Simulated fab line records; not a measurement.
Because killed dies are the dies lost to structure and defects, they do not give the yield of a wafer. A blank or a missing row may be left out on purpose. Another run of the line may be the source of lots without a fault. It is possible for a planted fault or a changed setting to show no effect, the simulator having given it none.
fab line records	flow n5Finfet
[record] lots = 9	wafers = 26	lastDay = 17
route steps=1938 shown BEOL_M8@1350 PASSIVATION@1936
lots that met no fault: from a run of the same line without faults
startH: the number of hours between the record's first day and the start of the first shown wafer of the lot	waitH: how many hours have passed since the lot's step before this one	" as in the row above	L1.1+2: a single row standing in for several wafers	- either no value or no given start	* or withheld: withheld	< > ~ a bound
route shown NAME@n: a module of which the file shows steps, and the number in the route of the first	usual: mean/standard deviation taken from wafers without a fault	same: alike in all rows	chamber/n: place in a boat	sites: each site's reading	_std_site: the standard deviation of these	_edge_site: the outer-site mean with the inner-site mean subtracted	radiusMm: for every site, how far away it sits from the centre of the wafer	mask NAME#n: copy n	behind: the last tool/chamber to shape the wafer	hold: the reason the lot was held/the length of the hold in hours/how it ended	device: whichever transistor did not switch (one of n, p or np)	end of line: tests run on the same wafers once the route is complete	a step given without rows: its recipe and nothing more	killed: the dies lost at the first sort to structure and to defects; this is not the yield of the wafer	map: a wafer's dies, marking killed ones x, the rest . and places with no die _
set.NAME: the run value of the setting; set.NAME@STEP: its run value at that earlier step	model.NAME: the simulator's own value behind a step, which no gauge read
the route's steps for a sample of lots (tables are steps, rows are wafers)
services: when a tool's chamber went out of use (startH, in hours from the record's first day, below 0 if earlier), for how many hours, and the reason
[[steps]]
[step N5_BEOL_M8_ETCH_62]
[recipe] chemistry = N2/H2	target = SOC	targetDepthA = 1100	overetchA = 220	maskMaterial = SiARC	tempC = 40	timeS = 165	ionEnergyEv = 200	pressureMtorr = 30	sourceW = 840	biasW = 150	n2FlowSccm = 200	h2FlowSccm = 200
[usual] drypumpMotorCurrentA = 5.7/0.57	oesProductAu = 0.69/0.059	rfVppV = 522.8/2.6	showerheadPlenumPTorr = 2.51/0.089	tempC = 39.99/0.11	throttleValvePct = 17.83/0.18
lot.wafer	tool	chamber	startH	waitH	drypumpMotorCurrentA	oesProductAu	rfHoursCounterH	rfVppV	showerheadPlenumPTorr	tempC	throttleValvePct
L717.3	rieDiel-04	2	222.36	0.0	5.9	0.58	244	521.2	2.51	40.08	18.13
L717.5	"	3	"	"	5.6	0.70	-	522.9	2.45	39.96	17.94
L717.6	"	2	"	"	5.8	0.57	-	522.9	2.51	40.00	18.13
L718.1	rieDiel-04	2	236.59	0.0	5.9	0.58	249	524.1	2.50	40.10	18.14
L718.4	"	1	"	"	6.1	0.70	71	521.7	2.47	39.91	17.59
L718.6	"	2	"	"	5.9	0.57	-	524.0	2.50	40.05	18.12
L720.1	rieDiel-04	1	240.42	0.0	6.1	0.70	72	522.3	2.47	39.90	17.60
L720.2	"	0	"	"	5.5	0.63	157	521.3	2.43	40.00	17.90
L720.3	"	3	"	"	5.7	0.69	88	521.4	2.45	39.98	17.95
L725.1	rieDiel-04	1	273.38	0.0	6.1	0.69	86	524.1	2.47	39.99	17.63
L725.3	"	0	"	"	5.5	0.62	171	521.1	2.43	40.12	17.91
L728.2	rieDiel-03	1	300.79	0.0	6.6	0.79	10	528.7	2.73	40.14	17.90
L728.3	"	0	"	"	5.0	0.69	84	525.6	2.57	39.90	17.96
L728.6	"	0	"	"	5.0	0.70	-	523.7	2.57	39.75	17.96
L730.2	rieDiel-06	1	301.23	0.0	4.8	0.66	136	522.2	2.45	40.05	17.94
L730.4	"	2	"	"	5.4	0.81	2	528.7	2.73	40.01	17.82
L730.5	"	0	"	"	5.2	0.68	-	521.2	2.46	40.06	17.94
L729.1	rieDiel-04	3	301.47	0.0	5.6	0.67	111	522.6	2.44	39.90	18.00
L729.2	"	0	"	"	5.5	0.61	182	520.2	2.43	39.95	17.91
L729.3	"	2	"	"	5.8	0.77	13	522.3	2.50	39.93	17.70
L733.1	rieDiel-04	2	333.84	0.0	5.8	0.75	23	522.7	2.49	39.94	17.72
L733.2	"	0	"	"	5.5	0.60	193	521.0	2.42	39.97	17.94
L733.5	"	2	"	"	5.9	0.75	-	521.5	2.49	39.86	17.71
L736.2	rieDiel-03	2	336.08	0.0	4.8	0.69	89	521.9	2.48	40.01	17.64
L736.3	"	0	"	"	5.0	0.68	96	524.4	2.56	40.08	17.98
L736.6	"	0	"	"	5.0	0.69	-	524.4	2.56	40.02	17.99
[step N5_BEOL_M8_DESCUM_33]
[recipe] chemistry = O2	timeS = 7	sourcePowerW = 50	biasPowerW = 20	pressureMtorr = 20	rfFrequencyHz = 2.712e+07	tempC = 40	resist = CAR-EUV	o2FlowSccm = 225
[usual] biasPowerW = 20.00/0.062	drypumpMotorCurrentA = 5.7/0.71	oesProductAu = 0.83/0.066	rfVppV = 242.6/1.5	showerheadPlenumPTorr = 2.07/0.08	tempC = 39.98/0.11	throttleValvePct = 20.42/0.2
lot.wafer	tool	chamber	startH	waitH	biasPowerW	drypumpMotorCurrentA	oesProductAu	rfHoursCounterH	rfVppV	showerheadPlenumPTorr	tempC	throttleValvePct
L717.3	rieDiel-06	1	223.17	0.0	20.04	4.8	0.81	109	242.5	2.00	39.89	20.34
L717.5	"	3	"	"	19.94	6.7	0.93	-	241.7	2.07	40.07	20.55
L717.6	"	2	"	"	20.03	5.4	0.70	-	241.8	1.97	40.10	20.61
L718.1	rieDiel-06	2	237.39	0.0	20.00	5.4	0.71	243	242.8	1.96	40.01	20.62
L718.4	"	0	"	"	20.00	5.2	0.82	82	240.0	2.02	40.06	20.38
L718.6	"	0	"	"	19.99	5.2	0.82	-	241.9	2.02	40.07	20.39
L720.1	rieDiel-06	1	244.53	0.0	20.05	4.8	0.80	115	240.9	2.00	40.00	20.39
L720.2	"	3	"	"	20.04	6.7	0.91	33	240.9	2.06	39.99	20.54
L720.3	"	0	"	"	20.01	5.2	0.81	84	241.9	2.02	40.06	20.38
L725.1	rieDiel-06	0	275.02	0.0	20.06	5.2	0.81	94	240.8	2.02	39.93	20.40
L725.3	"	3	"	"	19.92	6.7	0.90	43	243.3	2.06	39.69	20.56
L728.2	rieDiel-04	3	302.11	0.0	19.94	5.7	0.80	112	242.0	2.04	39.95	20.81
L728.3	"	0	"	"	20.04	5.5	0.72	182	241.8	1.98	40.21	20.45
L728.6	"	0	"	"	20.06	5.5	0.71	-	241.6	1.98	40.06	20.44
L729.1	rieDiel-03	2	302.49	0.1	20.12	4.8	0.83	77	241.6	2.05	40.06	20.17
L729.2	"	0	"	"	20.09	5.0	0.83	84	242.4	2.13	39.91	20.74
L729.3	"	1	"	"	19.98	6.6	0.93	10	243.9	2.22	39.76	20.29
L730.2	rieDiel-04	3	302.70	0.1	20.00	5.6	0.81	112	242.2	2.04	39.88	20.80
L730.4	"	1	"	"	19.96	6.1	0.81	93	242.0	2.04	40.00	20.39
L730.5	"	2	"	"	19.95	5.8	0.92	-	242.3	2.04	40.04	20.17
L733.1	rieDiel-03	2	334.98	0.0	20.00	4.8	0.83	88	241.7	2.04	39.91	20.20
L733.2	"	1	"	"	19.96	6.6	0.90	22	245.3	2.22	39.95	20.33
L733.5	"	2	"	"	20.02	4.8	0.83	-	242.7	2.04	40.07	20.20
L736.2	rieDiel-03	1	337.04	0.1	19.89	6.6	0.90	23	245.9	2.22	39.84	20.32
L736.3	"	3	"	"	19.94	6.5	0.83	79	243.9	2.20	40.01	20.16
L736.6	"	2	"	"	19.94	4.8	0.82	-	243.0	2.04	40.15	20.19
[step N5_BEOL_M8_TRENCH_ETCH_37]
[recipe] chemistry = C4F6/O2	targetDepthA = 934.78	target = SiCOH_lowk	timeS = 31.2	ionEnergyEv = 250	pressureMtorr = 30	sourceW = 345	biasW = 185	Ar_flow_sccm = 300	C4F6_flow_sccm = 10	O2_flow_sccm = 10
[usual] drypumpMotorCurrentA = 5.7/0.71	oes_o_777_au = 0.82/0.071	oesProductAu = 0.83/0.065	rfVppV = 664/12	showerheadPlenumPTorr = 2.82/0.11	throttleValvePct = 20.92/0.23
lot.wafer	tool	chamber	startH	waitH	drypumpMotorCurrentA	oes_o_777_au	oesProductAu	rfHoursCounterH	rfVppV	showerheadPlenumPTorr	throttleValvePct
L717.3	rieDiel-06	1	223.44	-	4.8	0.78	0.81	109	674	2.75	20.97
L717.5	"	3	"	"	6.7	0.91	0.91	-	656	2.78	20.86
L717.6	"	2	"	"	5.4	0.70	0.69	-	652	2.70	21.20
L718.1	rieDiel-06	2	237.67	-	5.4	0.70	0.69	243	652	2.70	21.23
L718.4	"	0	"	"	5.2	0.78	0.82	82	671	2.78	21.06
L718.6	"	0	"	"	5.2	0.78	0.81	-	672	2.79	21.05
L720.1	rieDiel-06	1	244.80	-	4.9	0.77	0.80	115	671	2.75	20.95
L720.2	"	3	"	"	6.7	0.89	0.90	33	657	2.77	20.89
L720.3	"	0	"	"	5.2	0.78	1.04	84	671	2.78	21.13
L725.1	rieDiel-06	0	275.29	-	5.2	0.77	0.80	94	671	2.78	21.08
L725.3	"	3	"	"	6.7	0.87	1.14	43	658	2.77	20.97
L728.2	rieDiel-04	3	302.38	-	5.7	0.81	0.80	112	658	2.77	21.25
L728.3	"	0	"	"	5.5	0.69	0.71	182	659	2.71	20.94
L728.6	"	0	"	"	5.5	0.70	0.71	-	660	2.71	20.94
L729.1	rieDiel-03	2	302.76	-	4.8	0.84	0.83	77	680	2.75	20.46
L729.2	"	0	"	"	5.0	0.82	0.82	84	658	2.89	21.21
L729.3	"	1	"	"	6.6	0.93	0.93	11	652	3.04	20.94
L730.2	rieDiel-04	3	302.97	-	5.6	0.81	0.80	112	656	2.77	21.25
L730.4	"	1	"	"	6.1	0.85	0.81	93	650	2.75	20.68
L730.5	"	2	"	"	5.8	0.94	0.92	-	648	2.81	20.85
L733.1	rieDiel-03	2	335.25	-	4.8	0.84	0.82	88	680	2.74	20.46
L733.2	"	1	"	"	6.6	0.91	0.89	22	652	3.03	20.96
L733.5	"	2	"	"	4.8	0.83	0.82	-	680	2.74	20.47
L736.2	rieDiel-03	1	337.31	-	6.6	0.90	0.90	23	651	3.03	20.95
L736.3	"	3	"	"	6.5	0.78	0.82	79	685	3.02	20.84
L736.6	"	2	"	"	4.8	0.83	0.82	-	679	2.74	20.46
[step N5_BEOL_M8_STRIP_80]
[recipe] chemistry = N2/H2	timeS = 10	powerW = 450	tempC = 40	pressureMtorr = 20	rfFrequencyHz = 6e+07	biasPowerW = 7	n2FlowSccm = 200	h2FlowSccm = 200
[usual] biasPowerW = 7.000/0.019	drypumpMotorCurrentA = 5.7/0.71	oesProductAu = 0.83/0.067	rfVppV = 59.1/0.95	showerheadPlenumPTorr = 2.51/0.095	tempC = 40.00/0.11	throttleValvePct = 23.70/0.26
lot.wafer	tool	chamber	startH	waitH	biasPowerW	drypumpMotorCurrentA	oesProductAu	rfHoursCounterH	rfVppV	showerheadPlenumPTorr	tempC	throttleValvePct
L717.3	rieDiel-06	1	-	-	6.965	4.9	0.80	109	58.6	2.46	40.26	23.72
L717.5	"	3	"	"	7.008	6.7	0.92	-	58.1	2.48	39.96	23.57
L717.6	"	2	"	"	6.992	5.4	0.70	-	57.9	2.41	40.05	24.14
L718.1	rieDiel-06	2	-	-	7.012	5.4	0.70	243	58.5	2.41	39.97	24.14
L718.4	"	0	"	"	7.011	5.2	0.82	82	61.3	2.47	40.21	23.96
L718.6	"	0	"	"	7.023	5.2	0.82	-	58.3	2.47	40.07	23.95
L720.1	rieDiel-06	1	-	-	7.013	4.9	0.80	115	58.1	2.46	40.22	23.74
L720.2	"	3	"	"	6.982	6.7	0.91	33	58.5	2.48	39.87	23.56
L720.3	"	0	"	"	7.006	5.2	0.82	84	57.9	2.47	40.05	23.94
L725.1	rieDiel-06	0	-	-	6.993	5.2	0.80	94	58.6	2.46	39.88	23.96
L725.3	"	3	"	"	6.969	6.7	0.89	43	58.5	2.47	39.94	23.59
L728.2	rieDiel-04	3	-	-	6.996	5.6	0.81	112	58.4	2.43	40.08	23.81
L728.3	"	0	"	"	6.980	5.5	0.72	182	58.9	2.42	39.86	23.76
L728.6	"	0	"	"	7.005	5.5	0.72	-	58.4	2.42	40.00	23.78
L729.1	rieDiel-03	2	-	-	7.010	4.8	0.84	77	58.2	2.48	39.95	23.51
L729.2	"	0	"	"	6.968	5.0	0.82	85	59.4	2.56	39.98	23.77
L729.3	"	1	"	"	6.994	6.6	0.94	11	58.9	2.72	39.95	23.98
L730.2	rieDiel-04	3	-	-	7.011	5.7	0.80	112	58.7	2.44	39.87	23.80
L730.4	"	1	"	"	7.002	6.1	0.81	93	60.3	2.46	39.89	23.42
L730.5	"	2	"	"	6.959	5.8	0.92	-	57.9	2.49	40.02	23.57
L733.1	rieDiel-03	2	-	-	6.968	4.8	0.83	88	59.5	2.48	40.02	23.53
L733.2	"	1	"	"	7.013	6.6	0.90	22	60.8	2.72	39.91	24.01
L733.5	"	2	"	"	7.012	4.8	0.83	-	60.5	2.48	40.08	23.53
L736.2	rieDiel-03	1	-	-	6.989	6.6	0.91	23	58.5	2.72	39.92	24.01
L736.3	"	3	"	"	7.014	6.5	0.83	79	59.4	2.66	40.09	23.22
L736.6	"	2	"	"	7.007	4.8	0.82	-	58.7	2.48	40.07	23.54
[step N5_BEOL_M8_OCD_MEAS_38]
[usual] trenchDepthNm = 93.5/1.7
lot.wafer	tool	chamber	startH	waitH	trenchDepthNm
L717.3	ocd-01	-	223.60	-	93.5
L717.5	"	-	"	"	91.4
L717.6	"	-	"	"	89.8
L718.1	ocd-01	-	237.82	-	89.9
L718.4	"	-	"	"	92.2
L718.6	"	-	"	"	92.4
L720.1	ocd-02	-	244.96	-	93.6
L720.2	"	-	"	"	91.2
L720.3	"	-	"	"	133.7
L725.1	ocd-02	-	275.45	-	93.5
L725.3	"	-	"	"	135.9
L728.2	ocd-01	-	302.54	-	93.5
L728.3	"	-	"	"	91.5
L728.6	"	-	"	"	91.6
L729.1	ocd-01	-	302.92	-	94.4
L729.2	"	-	"	"	92.9
L729.3	"	-	"	"	92.4
L730.2	ocd-01	-	303.13	-	92.8
L730.4	"	-	"	"	95.2
L730.5	"	-	"	"	94.4
L733.1	ocd-02	-	335.41	-	94.2
L733.2	"	-	"	"	91.2
L733.5	"	-	"	"	94.0
L736.2	ocd-02	-	337.47	-	91.5
L736.3	"	-	"	"	95.8
L736.6	"	-	"	"	94.3
[step N5_BEOL_M8_THK_MEAS_53]
[recipe] thkMeasGauge = xrf	reads = Cu_of_BEOL_M8_ECD_50
[usual] M8_THK = 79.7/2
lot.wafer	tool	chamber	startH	waitH	M8_THK[nm]
L717.3	filmMetro-01	-	226.30	-	79.1
L717.5	"	-	"	"	77.0
L717.6	"	-	"	"	75.2
L718.1	filmMetro-01	-	240.20	-	76.7
L718.4	"	-	"	"	77.4
L718.6	"	-	"	"	77.8
L720.1	filmMetro-02	-	247.47	-	80.4
L720.2	"	-	"	"	81.5
L720.3	"	-	"	"	121.8
L725.1	filmMetro-01	-	278.03	-	77.1
L725.3	"	-	"	"	121.4
L728.2	filmMetro-01	-	304.75	-	79.5
L728.3	"	-	"	"	78.0
L728.6	"	-	"	"	77.9
L729.1	filmMetro-02	-	305.26	-	81.3
L729.2	"	-	"	"	80.4
L729.3	"	-	"	"	80.5
L730.2	filmMetro-01	-	307.25	-	78.2
L730.4	"	-	"	"	80.6
L730.5	"	-	"	"	80.2
L733.1	filmMetro-02	-	337.68	-	80.9
L733.2	"	-	"	"	78.4
L733.5	"	-	"	"	81.2
L736.2	filmMetro-01	-	340.28	-	76.6
L736.3	"	-	"	"	82.5
L736.6	"	-	"	"	80.5
[step N5_BEOL_M8_RS_MEAS_57]
[recipe] thkMeasGauge = four-point-probe	reads = Cu_of_BEOL_M8_ECD_50+Co_of_BEOL_M8_CVD_78+TaN_of_BEOL_M8_ALD_77
[usual] M8_RS = 0.286/0.0077
lot.wafer	tool	chamber	startH	waitH	M8_RS[ohm/sq]
L717.3	filmMetro-01	-	226.43	0.1	0.283
L717.5	"	-	"	"	0.292
L717.6	"	-	"	"	0.302
L718.1	filmMetro-01	-	240.33	0.1	0.298
L718.4	"	-	"	"	0.296
L718.6	"	-	"	"	0.293
L720.1	filmMetro-02	-	247.60	0.1	0.287
L720.2	"	-	"	"	0.282
L720.3	"	-	"	"	0.179
L725.1	filmMetro-02	-	278.16	0.1	0.295
L725.3	"	-	"	"	0.175
L728.2	filmMetro-02	-	304.91	0.1	0.288
L728.3	"	-	"	"	0.295
L728.6	"	-	"	"	0.298
L729.1	filmMetro-02	-	305.42	0.1	0.283
L729.2	"	-	"	"	0.288
L729.3	"	-	"	"	0.287
L730.2	filmMetro-02	-	307.39	0.1	0.294
L730.4	"	-	"	"	0.285
L730.5	"	-	"	"	0.286
L733.1	filmMetro-02	-	337.84	0.1	0.284
L733.2	"	-	"	"	0.295
L733.5	"	-	"	"	0.282
L736.2	filmMetro-01	-	340.44	0.1	0.300
L736.3	"	-	"	"	0.277
L736.6	"	-	"	"	0.283
[step N5_PASSIVATION_PROBE_49]
[usual] defectLimitedYield = 91.0/1.3	killed_at_M0_to_M3 = 36/9.5	killed_at_M4_up = 14/5.6	killedAtContacts = 12/6.4	killedAtFrontEnd = 40/10	killedAtOther = 3.2/3	killedDies = 107/15	killedOpen = 69/12	killedShort = 35/7.7	sort_bin_5_function = 5.3/0.91	sort_bin_6_memory = 3.3/0.65	sort_bin_8_speed = 0.00/0.012	sortNPass = 1073/15	sortYieldPct = 91.0/1.3
[same] grossDies = 1180	killedAtBackSide = 0	sort_bin_4_leakage[%] = 0
lot.wafer	tool	chamber	startH	waitH	defectLimitedYield[%]	killed_at_M0_to_M3	killed_at_M4_up	killedAtContacts	killedAtFrontEnd	killedAtOther	killedDies	killedOpen	killedShort	sort_bin_5_function[%]	sort_bin_6_memory[%]	sort_bin_8_speed[%]	sortNPass	sortYieldPct[%]
L717.3	prober-02	-	291.84	0.1	92.3	28	10	8	39	6	91	68	22	4.9	2.7	0	1089	92.3
L717.5	prober-02	-	291.94	0.2	88.4	33	11	26	58	9	137	92	40	5.6	5.4	0	1043	88.4
L717.6	prober-02	-	291.99	0.3	91.0	29	13	20	39	5	106	71	33	5.4	3.3	0	1074	91.0
L720.3	prober-01	-	309.39	0.1	92.5	19	17	12	40	1	89	61	24	3.8	3.2	0	1091	92.5
L718.1	prober-02	-	310.45	0.0	90.5	44	11	7	48	2	112	72	38	6.1	3.1	0	1068	90.5
L718.4	prober-02	-	310.60	0.2	91.6	40	11	3	44	1	99	57	41	4.5	3.4	0	1081	91.6
L718.6	prober-02	-	310.70	0.3	88.2	54	12	7	63	3	139	79	53	6.6	4.4	0	1041	88.2
L725.1	prober-02	-	347.34	0.0	93.6	19	9	8	36	3	75	33	40	3.5	2.3	0	1105	93.6
L725.3	prober-02	-	347.44	0.1	92.9	33	12	9	27	3	84	54	29	3.6	3.1	0	1096	92.9
L730.2	prober-02	-	381.78	0.1	90.3	33	20	5	54	2	114	75	36	6.1	3.1	0	1066	90.3
L730.4	prober-02	-	381.88	0.2	90.2	36	22	26	31	1	116	77	35	6.1	3.3	0	1064	90.2
L730.5	prober-02	-	381.93	0.2	90.6	40	6	13	50	2	111	73	27	6.1	2.5	0	1069	90.6
L729.1	prober-01	-	381.91	0.0	91.9	32	15	15	30	3	95	57	36	4.3	3.1	0	1085	91.9
L729.2	prober-01	-	381.96	0.1	88.6	51	16	14	50	3	134	95	37	6.9	4.2	0	1046	88.6
L729.3	prober-01	-	382.01	0.1	90.1	54	12	21	25	5	117	87	28	5.6	4.2	0	1063	90.1
L728.2	prober-02	-	385.79	0.1	90.3	37	21	6	37	13	114	73	41	5.8	3.3	0	1066	90.3
L728.3	prober-02	-	385.84	0.1	90.4	44	24	5	29	11	113	80	33	5.3	4.0	0	1067	90.4
L728.6	prober-02	-	385.99	0.3	91.4	35	14	13	37	3	102	51	50	4.7	3.4	0.08	1077	91.3
// killed by level:class
L717.3 STI_FIN_REVEAL:geometricParticle:open=14 BEOL_M3:geometricParticle:open=8 MOL_CONTACT_COAG:geometricParticle:open=7 BEOL_M2:geometricParticle:open=7 BEOL_M4:geometricParticle:open=6 ILD0:geometricParticle:open=3 GATE_CUT:geometricParticle:short=3 GATE_CUT:geometricParticle:open=3
L717.5 STI_FIN_REVEAL:geometricParticle:open=21 MOL_CONTACT_COAG:geometricParticle:open=21 FIN_SAQP:geometricParticle:short=10 BEOL_M2:geometricParticle:open=9 BEOL_M1:geometricParticle:open=7 BEOL_M0_SAQP:geometricParticle:open=6 MOL_CONTACT_COAG:geometricParticle:short=5 HKMG_FIN:areaEtch=5
L717.6 MOL_CONTACT_COAG:geometricParticle:open=18 STI_FIN_REVEAL:geometricParticle:open=9 FIN_SAQP:geometricParticle:open=8 GATE_CUT:geometricParticle:short=6 BEOL_M2:geometricParticle:open=6 BEOL_M0_SAQP:geometricParticle:open=5 BEOL_M3:geometricParticle:open=5 BEOL_M1:geometricParticle:open=4
L720.3 FIN_SAQP:geometricParticle:open=12 MOL_CONTACT_COAG:geometricParticle:open=10 FIN_SAQP:geometricParticle:short=7 BEOL_M4:geometricParticle:open=7 DUMMY_GATE:geometricParticle:open=5 SPACER0:geometricParticle:short=5 BEOL_M0_SAQP:geometricParticle:open=5 STI_FIN_REVEAL:geometricParticle:open=4
L718.1 BEOL_M0_SAQP:geometricParticle:open=9 FIN_SAQP:geometricParticle:open=8 BEOL_M0_SAQP:geometricParticle:short=8 BEOL_M1:geometricParticle:open=8 FIN_SAQP:geometricParticle:short=7 BEOL_M4:geometricParticle:open=7 STI_FIN_REVEAL:geometricParticle:open=6 SPACER0:geometricParticle:short=6
L718.4 BEOL_M1:geometricParticle:open=11 BEOL_M0_SAQP:geometricParticle:open=9 DUMMY_GATE:geometricParticle:short=6 GATE_CUT:geometricParticle:short=6 FIN_SAQP:geometricParticle:short=5 BEOL_M0_SAQP:geometricParticle:short=5 BEOL_M3:geometricParticle:open=5 FIN_SAQP:geometricParticle:open=4
L718.6 BEOL_M0_SAQP:geometricParticle:short=18 STI_FIN_REVEAL:geometricParticle:open=15 BEOL_M0_SAQP:geometricParticle:open=10 FIN_SAQP:geometricParticle:open=9 FIN_SAQP:geometricParticle:short=8 DUMMY_GATE:geometricParticle:open=7 BEOL_M2:geometricParticle:open=7 BEOL_M1:geometricParticle:open=6
L725.1 FIN_SAQP:geometricParticle:short=9 FIN_SAQP:geometricParticle:open=6 MOL_CONTACT_COAG:geometricParticle:open=6 BEOL_M0_SAQP:geometricParticle:short=5 BEOL_M1:geometricParticle:short=5 BEOL_M0_SAQP:geometricParticle:open=4 GATE_CUT:geometricParticle:short=3 ILD0:geometricParticle:open=3
L725.3 BEOL_M0_SAQP:geometricParticle:short=14 BEOL_M0_SAQP:geometricParticle:open=9 FIN_SAQP:geometricParticle:open=8 MOL_CONTACT_COAG:geometricParticle:open=8 BEOL_M1:geometricParticle:open=7 FIN_SAQP:geometricParticle:short=4 BEOL_M4:geometricParticle:open=4 BEOL_M3:geometricParticle:open=3
L730.2 BEOL_M1:geometricParticle:open=12 BEOL_M4:geometricParticle:open=12 STI_FIN_REVEAL:geometricParticle:open=11 FIN_SAQP:geometricParticle:short=9 BEOL_M2:geometricParticle:open=7 STARTING-WAFER:geometricParticle:open=7 FIN_SAQP:geometricParticle:open=6 DUMMY_GATE:geometricParticle:open=5
L730.4 MOL_CONTACT_COAG:geometricParticle:open=19 BEOL_M4:geometricParticle:open=13 BEOL_M3:geometricParticle:open=12 FIN_SAQP:geometricParticle:open=8 MOL_CONTACT_COAG:geometricParticle:short=7 STI_FIN_REVEAL:geometricParticle:open=5 BEOL_M0_SAQP:geometricParticle:short=5 BEOL_M3:geometricParticle:short=4
L729.1 MOL_CONTACT_COAG:geometricParticle:open=10 FIN_SAQP:geometricParticle:open=8 BEOL_M3:geometricParticle:open=8 BEOL_M0_SAQP:geometricParticle:open=6 FIN_SAQP:geometricParticle:short=5 SPACER0:geometricParticle:short=5 MOL_CONTACT_COAG:geometricParticle:short=5 BEOL_M2:geometricParticle:short=4
L730.5 STI_FIN_REVEAL:geometricParticle:open=11 BEOL_M1:geometricParticle:open=11 DUMMY_GATE:geometricParticle:open=7 MOL_CONTACT_COAG:geometricParticle:open=7 BEOL_M3:geometricParticle:open=7 HKMG_FIN:areaEtch=7 BEOL_M2:geometricParticle:open=6 FIN_SAQP:geometricParticle:short=5
L729.2 STI_FIN_REVEAL:geometricParticle:open=11 BEOL_M1:geometricParticle:open=10 FIN_SAQP:geometricParticle:open=9 BEOL_M2:geometricParticle:open=9 BEOL_M0_SAQP:geometricParticle:open=9 MOL_CONTACT_COAG:geometricParticle:open=8 BEOL_M0:geometricParticle:open=7 GATE_CUT:geometricParticle:short=6
L729.3 MOL_CONTACT_COAG:geometricParticle:open=20 BEOL_M1:geometricParticle:open=13 BEOL_M0_SAQP:geometricParticle:open=12 BEOL_M2:geometricParticle:open=10 BEOL_M0_SAQP:geometricParticle:short=9 BEOL_M5:geometricParticle:open=4 FIN_SAQP:geometricParticle:open=3 DUMMY_GATE:geometricParticle:open=3
L728.2 BEOL_M4:geometricParticle:open=9 DUMMY_GATE:geometricParticle:open=8 STI_FIN_REVEAL:geometricParticle:open=7 BEOL_M0_SAQP:geometricParticle:open=7 BEOL_M0_SAQP:geometricParticle:short=7 BEOL_M3:geometricParticle:open=7 MIM_TOP_ETCH:geometricParticle:open=6 FIN_SAQP:geometricParticle:open=5
L728.3 BEOL_M4:geometricParticle:open=13 BEOL_M0_SAQP:geometricParticle:short=10 BEOL_M2:geometricParticle:open=10 STI_FIN_REVEAL:geometricParticle:open=6 BEOL_M0_SAQP:geometricParticle:open=6 BEOL_M1:geometricParticle:open=6 FIN_SAQP:geometricParticle:open=4 MOL_CONTACT_COAG:geometricParticle:open=4
L728.6 FIN_SAQP:geometricParticle:short=19 BEOL_M0_SAQP:geometricParticle:short=10 BEOL_M0_SAQP:geometricParticle:open=9 MOL_CONTACT_COAG:geometricParticle:open=8 BEOL_M4:geometricParticle:open=7 STI_FIN_REVEAL:geometricParticle:open=5 GATE_CUT:geometricParticle:short=5 MOL_CONTACT_COAG:geometricParticle:short=5
[[services]]
tool	chamber	startH	hours	kind
rieDiel-04	2	239.29	-	clean
rieDiel-04	2	239.29	-	consumableReplace:focusRing
rieDiel-04	2	239.29	25.0	scheduledDown
rieDiel-04	2	239.29	25.0	ventCycle
rieDiel-03	1	241.09	-	clean
rieDiel-03	1	241.09	-	consumableReplace:focusRing
rieDiel-03	1	241.09	-	consumableReplace:showerhead
rieDiel-03	1	241.09	30.5	scheduledDown
rieDiel-03	1	241.09	30.5	ventCycle
rieDiel-06	2	243.08	8.3	repair
rieDiel-06	2	268.31	-	clean
rieDiel-06	2	268.31	-	consumableReplace:focusRing
rieDiel-06	2	268.31	-	consumableReplace:showerhead
rieDiel-06	2	268.31	28.1	scheduledDown
rieDiel-06	2	268.31	28.1	ventCycle
rieDiel-04	3	281.53	2.6	repair
rieDiel-04	-	311.41	0.7	repair
[[key]]
[firstSign] step = N5_BEOL_M8_TRENCH_ETCH_37	reading = oesProductAu	direction = up	sigmas = 4.1	usual = 0.83	struck = 1.09
[effect] step = N5_BEOL_M8_OCD_MEAS_38	reading = trenchDepthNm	direction = up	sigmas = 24	usual = 93.5	struck = 134.8
[effect] step = N5_BEOL_M8_THK_MEAS_53	reading = M8_THK	direction = up	sigmas = 21	usual = 79.7	struck = 121.6
[effect] step = N5_BEOL_M8_RS_MEAS_57	reading = M8_RS	direction = down	sigmas = 14	usual = 0.286	struck = 0.177
metAt N5_BEOL_M8_TRENCH_ETCH_37
struckLots L720,L725
struckWafers L720.3,L725.3
notActingAt N5_BEOL_M8_ETCH_62,N5_BEOL_M8_DESCUM_33,N5_BEOL_M8_STRIP_80
onsetBetween 237.67 244.80
[fault] kind = processParameterDrift	tool = rieDiel-06	chamber = -	onsetH = 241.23	steps = N5_BEOL_M8_TRENCH_ETCH_37	channel = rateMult	offset = 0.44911	shape = step	endH = 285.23	scope = struckWafersOnly
